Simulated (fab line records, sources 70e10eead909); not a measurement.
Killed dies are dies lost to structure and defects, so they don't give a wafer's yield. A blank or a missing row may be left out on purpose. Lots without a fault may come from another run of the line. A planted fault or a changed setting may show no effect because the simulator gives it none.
Problem report in the 8D (eight disciplines) form, filled by code | flow nand_harc | the parts of the form that need people (team, actions taken, sign-off) are left out

1. THE PROBLEM
killed_at_array at NHARC_END_SORT_01 reads a mean of 120 on 1 wafer of 1 lot; wafers without a fault read 27 with a standard deviation of 12. That is +7.8 standard deviations from the usual mean.
First seen on wafer L302.5, day 26 13:32, on prober-01. The record holds 1 wafer of 1 lot with a number at this step. Rule for "out", or "out of limits": more than 4 standard deviations from the usual mean. The other wafers with a number count as sound.

2. WHAT IT IS AND WHAT IT IS NOT
question                    | is                           | is not
which readings at this step | killed_at_array, killed_dies | killed_at_other, killed_at_periphery, killed_open, killed_short
which lots                  | L302                         | -
which wafers of those lots  | all that have a number       | -
read on which gauges        | prober-01                    | -
when                        | from day 26 13:32            | up to then (0 sound wafers)

3. SUSPECTS, AND WHAT RULES EACH OUT
Counting: a tool at a process step up to the reading stays a suspect if it ran every lot that is out and no sound lot after the first of them.
- the gauge at NHARC_END_SORT_01: kept. All the wafers that are out were read on prober-01, and no step on other tools shows them out.
- rie_diel-13 at NHARC_A_CHANNEL_FILL_D1_STRIP_29 (strips in O2, time 20 s): kept. It ran the lot that is out, L302 (day 15 11:34), and no sound lot after that.
- ald_hk-02 at NHARC_A_STAIRCASE_ALD_420 (deposits SiO2, target thk 20 nm, pulse time 6 s, ald cycles 200): kept. It ran the lot that is out, L302 (day 17 05:33), and no sound lot after that.
- rie_diel-11 at NHARC_A_STAIRCASE_ETCH_444 (etches the open film in C4F8/O2, target depth 10200 nm, time 3400 s): kept. It ran the lot that is out, L302 (day 18 20:34), and no sound lot after that.
- plasma_asher-01 at NHARC_A_STAIRCASE_STRIP_446 (strips in O2): kept. It ran the lot that is out, L302 (day 18 21:54), and no sound lot after that.
- rie_diel-01 at NHARC_A_SGD_CUT_DESCUM_14 (chemistry O2, time 3 s): kept. It ran the lot that is out, L302 (day 19 05:43), and no sound lot after that.
Left after counting: rie_diel-13 at NHARC_A_CHANNEL_FILL_D1_STRIP_29, ald_hk-02 at NHARC_A_STAIRCASE_ALD_420, rie_diel-11 at NHARC_A_STAIRCASE_ETCH_444, plasma_asher-01 at NHARC_A_STAIRCASE_STRIP_446, rie_diel-01 at NHARC_A_SGD_CUT_DESCUM_14, prober-01 at NHARC_END_SORT_01.

4. THE CAUSE (what the simulator had put in)
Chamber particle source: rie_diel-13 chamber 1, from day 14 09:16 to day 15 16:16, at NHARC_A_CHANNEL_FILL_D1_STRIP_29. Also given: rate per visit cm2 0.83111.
Counting left 6 suspects, and this tool is among them.

5. THE CHAIN OF EFFECTS, in route order
Each row: a reading whose mean over the struck wafers that have a number lies more than 3 standard deviations from the usual. Only readings for which the record gives a usual standard deviation are gone through. hours: the time from each lot's start at the first step in this table that gives one to its start at this step, as a median over the lots. sigmas: the change in usual standard deviations.
hours | step              | reading         | usual | on struck wafers | change | sigmas
0     | NHARC_END_SORT_01 | killed_at_array | 27    | 120              | +93    | +7.8
0     | NHARC_END_SORT_01 | killed_dies     | 31    | 123              | +92    | +7.7

6. WHAT WOULD HAVE CAUGHT IT SOONER
In this record the first reading out of limits at a measuring or inspecting step was taken at day 26 13:32, 292 hours after the fault began at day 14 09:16.
Of the tool readings at NHARC_A_CHANNEL_FILL_D1_STRIP_29 for which the record gives a usual standard deviation, none was out on any struck wafer, so an alarm limit of 4 standard deviations on them would not have fired.
All the lots that are out (1) had begun NHARC_A_CHANNEL_FILL_D1_STRIP_29 on rie_diel-13 by day 26 13:32. A hold on the tool at that time would have spared none of them.
